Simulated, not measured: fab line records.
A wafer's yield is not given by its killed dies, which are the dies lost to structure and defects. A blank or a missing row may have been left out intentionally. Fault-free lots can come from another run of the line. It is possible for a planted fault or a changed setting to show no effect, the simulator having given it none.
Problem report in the 8D (eight disciplines) form, filled by code	flow n5Finfet	the parts of the form that need people (team, actions taken, sign-off) are left out
Where a reading is given only as a bound, like >300, the bound stands for it, and a mean or a difference that rests on one is marked > or <: the true number lies beyond.

## 1. WHAT WENT WRONG
Mean of rawDefectCount at N5_BEOL_M0_SAQP_INSPECT_42: 1308 across 4 wafers in 3 lots; on wafers with no fault it is 296 (standard deviation 83). That is +12 standard deviations from the usual mean.
The step: inspects for defects (brightfield).
Seen first at day 7 11:20 on defectInspect-01, wafer L555.3. At this step, 23 wafers from 9 lots have a number in the record. Rule for "out", or "out of limits": more than 4 standard deviations from the usual mean. All remaining wafers that have a number are taken as sound.

## 2. WHAT IT IS, AND WHAT IT ISN'T
question	is	is not
which readings at this step	rawDefectCount	-
which lots	L555, L556, L557	L549, L551, L560, L563, L564, L572
which wafers of those lots	L555.3, L556.5, L557.4, L557.6	L555.5
read on which gauges	defectInspect-01, defectInspect-02	-
when	from day 7 11:20	up to then (7 sound wafers); but 12 sound wafers of L560, L563, L564, L572 came after

## 3. SUSPECTS, AND WHAT RULES EACH OUT
Counting: a tool at a process step up to the reading stays a suspect if it ran every lot that is out. Sound lots after the first of them don't rule it out here, since some wafers of a struck lot are sound.
- the gauge at N5_BEOL_M0_SAQP_INSPECT_42: ruled out. Those wafers that are out were read across 2 gauges (defectInspect-01, defectInspect-02).
- vaporEtch-01 at N5_BEOL_M0_SAQP_RECESS_109 (chemistry HF/NH3, target SiO2, target depth 3 nm, afs cycles 1, sublimation time 60 s): kept. It processed each lot that is out (first: L555, day 7 10:04); up to then, its last sound lot is L551 (day 5 23:47).
- The sound lot-mates ran in chamber 1 of vaporEtch-01 at N5_BEOL_M0_SAQP_RECESS_109, but the wafers that are out ran in chamber 0.
Remaining after the count: vaporEtch-01 at N5_BEOL_M0_SAQP_RECESS_109.

## 4. THE CAUSE (what the simulator had put in)
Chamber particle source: vaporEtch-01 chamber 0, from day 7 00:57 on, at N5_BEOL_M0_SAQP_RECESS_109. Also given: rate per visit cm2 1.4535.
After counting, this tool was the only one left.

## 5. SEQUENCE OF EFFECTS, ordered by route
Each row: a reading whose mean over the struck wafers that have a number lies more than 3 standard deviations from the usual. Readings are gone through only where the record gives a usual standard deviation; hours: the median, over the lots, of the time from a lot's start at the first step in this table giving one to that lot's start at this step; sigmas: the change measured in usual standard deviations.
hours	step	reading	usual	on struck wafers	change	sigmas
0	N5_BEOL_M0_SAQP_INSPECT_42	rawDefectCount	296	1308	+1012	+12
1	N5_BEOL_M0_CUTY_INSPECT_59	rawDefectCount	2.1	>300	>+298	+99 or more
208	N5_PASSIVATION_PROBE_49	defectLimitedYield	91.4 %	80.8	-10.6	-7.6
208	N5_PASSIVATION_PROBE_49	killed_at_M0_to_M3	34	170	+136	+15
208	N5_PASSIVATION_PROBE_49	killedDies	102	227	+125	+7.3
208	N5_PASSIVATION_PROBE_49	sort_bin_5_function	5.1 %	12.7	+7.6	+7.6
208	N5_PASSIVATION_PROBE_49	sortNPass	1076	953	-123	-6.5
208	N5_PASSIVATION_PROBE_49	sortYieldPct	91.2 %	80.8	-10.4	-6.5
Here are the process steps it includes:
- N5_PASSIVATION_PROBE_49
Later steps that measure or inspect, where all struck wafers having a row at the step show a number for every such reading and not one has moved that far: N5_BEOL_M4_RC_MEAS_101.

## 6. HOW IT WOULD HAVE BEEN CAUGHT EARLIER
10 hours passed between the start of the fault at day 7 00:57 and the first reading out of limits at a measuring or inspecting step in this record, taken at day 7 11:20.
Tool readings at N5_BEOL_M0_SAQP_RECESS_109 with a usual standard deviation given in the record: none out on any struck wafer, hence no alarm at a limit of 4 standard deviations on them.
L556, L557, from the lots that are out (3), started N5_BEOL_M0_SAQP_RECESS_109 on vaporEtch-01 later than day 7 11:20. A hold on the tool at that time would have spared those 2.
